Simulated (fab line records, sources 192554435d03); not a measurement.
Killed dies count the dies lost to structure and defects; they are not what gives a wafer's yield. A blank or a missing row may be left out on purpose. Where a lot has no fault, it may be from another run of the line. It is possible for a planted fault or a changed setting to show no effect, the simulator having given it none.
Chamber matching | flow n5-finfet | N5_DUMMY_GATE_DESCUM_20 on rie-diel-06 has 4 sister chambers
The step chemistry O2, time 6.2 s. 8 wafers are shown with their chamber, then 7 later ones without.

WAFERS, EACH WITH ITS CHAMBER
wafer  | chamber | oes-product-au (a.u.) | throttle-valve-pct (%)
L080.6 | 1       | 0.70                  | 20.48
L083.2 | 2       | 0.77                  | 20.68
L083.5 | 1       | 0.70                  | 20.49
L084.2 | 2       | 0.76                  | 20.69
L084.3 | 3       | 0.95                  | 20.21
L084.4 | 0       | 0.86                  | 20.68
L086.1 | 0       | 0.86                  | 20.67
L086.2 | 3       | 0.95                  | 20.22

WAFERS WITHOUT THEIR CHAMBER
wafer  | oes-product-au (a.u.) | throttle-valve-pct (%)
L086.6 | 0.87                  | 20.69
L087.1 | 0.94                  | 20.23
L087.2 | 0.86                  | 20.69
L087.4 | 0.77                  | 20.69
L091.2 | 0.75                  | 20.70
L091.4 | 0.85                  | 20.68
L091.6 | 0.84                  | 20.69

EACH ONE'S CHAMBER
wafer  | from the rows above | in truth
L086.6 | 0                   | 0
L087.1 | 3                   | 3
L087.2 | 0                   | 0
L087.4 | 2                   | 2
L091.2 | 2                   | 2
L091.4 | 0                   | 0
L091.6 | 0                   | 0
Correct placement for 7 of the 7. Number that these rows cannot place: 0. Placed wrongly: 0.
How it was worked out, from the rows above alone: a wafer's distance from a chamber is the root of the sum, over the readings, of the square of ((its reading less the chamber's mean) divided by the reading's scatter). The wafer belongs to the nearest chamber; if the next one is less than 2 further off, it can't be placed. A chamber's mean is the mean of its shown wafers. The scatter: take each reading less its chamber's mean, square it, sum over the shown wafers, divide by the number of wafers less the number of chambers, and take the root.
